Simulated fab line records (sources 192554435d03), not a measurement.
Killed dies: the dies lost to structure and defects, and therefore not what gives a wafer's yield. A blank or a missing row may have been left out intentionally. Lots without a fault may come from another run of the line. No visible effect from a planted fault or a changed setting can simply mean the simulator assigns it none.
Chamber matching	flow n5Finfet	pecvd-04 running N5_BEOL_M14_ILD_DEP_00: 3 sister chambers
The step deposits SiO2 from TEOS/O2, target thk 1119.3 nm, time 237.4 s. 3 wafers are shown with their chamber, then 7 later ones without.

WAFERS, EACH WITH ITS CHAMBER
wafer	chamber	showerheadPlenumPTorr (Torr)
L094.1	2	8.31
L093.1	1	8.40
L093.2	0	8.30

WAFERS WITH NO CHAMBER GIVEN
wafer	showerheadPlenumPTorr (Torr)
L093.5	8.32
L096.2	8.38
L096.5	8.31
L096.6	8.39
L097.1	8.30
L097.4	8.30
L097.6	8.32

EACH ONE'S CHAMBER
wafer	from the rows above	in truth
L093.5	can't be placed: 2 or 0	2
L096.2	1	1
L096.5	can't be placed: 2 or 0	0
L096.6	1	1
L097.1	can't be placed: 0 or 2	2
L097.4	can't be placed: 0 or 2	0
L097.6	can't be placed: 2 or 0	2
2 of 7 placed correctly. Unplaceable from these rows: 5, with the true chamber sitting among the candidates in 5. Placed wrongly: 0.
How it was worked out, from the rows above alone: a wafer's distance from a chamber is the root of the sum, over the readings, of the square of ((its reading less the chamber's mean) divided by the reading's scatter). If the next closest chamber is less than 2 further off than the closest, the wafer can't be placed; otherwise it belongs to the closest. Each chamber's mean is taken over the wafers shown for it. The scatter (one wafer shown for each chamber): square how far every hidden wafer sits from the nearest shown wafer, average those squares and take the square root.
